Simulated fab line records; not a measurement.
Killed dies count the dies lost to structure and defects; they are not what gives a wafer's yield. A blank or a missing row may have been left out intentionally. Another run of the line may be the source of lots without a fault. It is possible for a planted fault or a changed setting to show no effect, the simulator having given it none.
Chamber matching | flow n5-finfet | pecvd-02 running N5_FIN_SAQP_PECVD_48: 3 sister chambers
The step deposits SiNx from SiH4/NH3/N2, target thk 25 nm, time 22.1 s. 6 wafers are shown with their chamber, then 7 later ones without.

## WAFERS, EACH WITH ITS CHAMBER
wafer  | chamber | throttle-valve-pct (%) | showerhead-vpp-V (V)
L076.1 | 2       | 38.2                   | 1125
L085.1 | 0       | 41.6                   | 1010
L085.4 | 0       | 41.3                   | 1030
L085.6 | 1       | 42.3                   | 1154
L086.1 | 1       | 42.7                   | 1150
L086.4 | 2       | 38.5                   | 1136

## WAFERS WITHOUT THEIR CHAMBER
wafer  | throttle-valve-pct (%) | showerhead-vpp-V (V)
L086.5 | 41.7                   | 1009
L089.1 | 42.6                   | 1144
L089.3 | 41.7                   | 1024
L089.6 | 41.5                   | 1003
L090.1 | 38.9                   | 1125
L090.4 | 38.9                   | 1125
L090.6 | 41.7                   | 1031

## WHICH CHAMBER EACH WENT THROUGH
wafer  | from the rows above | in truth
L086.5 | 0                   | 0
L089.1 | 1                   | 1
L089.3 | 0                   | 0
L089.6 | 0                   | 0
L090.1 | 2                   | 2
L090.4 | 2                   | 2
L090.6 | 0                   | 0
Placed correctly: 7 of 7. Number that these rows cannot place: 0. Wrongly placed: 0.
How it was worked out, from the rows above alone: a wafer's distance from a chamber is the root of the sum, over the readings, of the square of ((its reading less the chamber's mean) divided by the reading's scatter). If the next closest chamber is less than 2 further off than the closest, the wafer can't be placed; otherwise it belongs to the closest. A chamber's mean is the mean of its shown wafers. The scatter: the root of (the sum of the squares of (reading less its chamber's mean) over the shown wafers, divided by (wafers less chambers)).
